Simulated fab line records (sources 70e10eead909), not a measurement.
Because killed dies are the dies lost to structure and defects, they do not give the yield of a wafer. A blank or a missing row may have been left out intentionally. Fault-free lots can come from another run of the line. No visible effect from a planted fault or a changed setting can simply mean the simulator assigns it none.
Matching of chambers + flow nandHarc + NHARC_A_STAIRCASE_TRIM_187 on rieDiel-01: 4 sister chambers
The step chemistry O2, time 211.2 s. 4 wafers are shown with their chamber, then 7 later ones without.

== WAFERS WITH THEIR CHAMBER ==
| wafer  | chamber | drypumpMotorCurrentA (A) |
|--------|---------|--------------------------|
| L089.3 | 0       | 6.7                      |
| L089.5 | 2       | 6.0                      |
| L094.4 | 3       | 5.3                      |
| L094.5 | 1       | 5.1                      |

== WAFERS WITH NO CHAMBER GIVEN ==
| wafer  | drypumpMotorCurrentA (A) |
|--------|--------------------------|
| L094.6 | 6.0                      |
| L095.1 | 5.4                      |
| L095.2 | 6.0                      |
| L095.4 | 6.7                      |
| L096.3 | 5.1                      |
| L096.4 | 6.7                      |
| L096.6 | 6.0                      |

== EACH ONE'S CHAMBER ==
| wafer  | from the rows above | in truth |
|--------|---------------------|----------|
| L094.6 | 2                   | 2        |
| L095.1 | 3                   | 3        |
| L095.2 | 2                   | 2        |
| L095.4 | 0                   | 0        |
| L096.3 | 1                   | 1        |
| L096.4 | 0                   | 0        |
| L096.6 | 2                   | 2        |
7 of 7 placed correctly. Left unplaced by these rows: 0. Number placed wrongly: 0.
How it was worked out, from the rows above alone: a wafer's distance from a chamber is the root of the sum, over the readings, of the square of ((its reading less the chamber's mean) divided by the reading's scatter). If the next closest chamber is less than 2 further off than the closest, the wafer can't be placed; otherwise it belongs to the closest. The mean given for a chamber averages the wafers shown for that chamber. The scatter (one wafer shown for each chamber): square how far every hidden wafer sits from the nearest shown wafer, average those squares and take the square root.
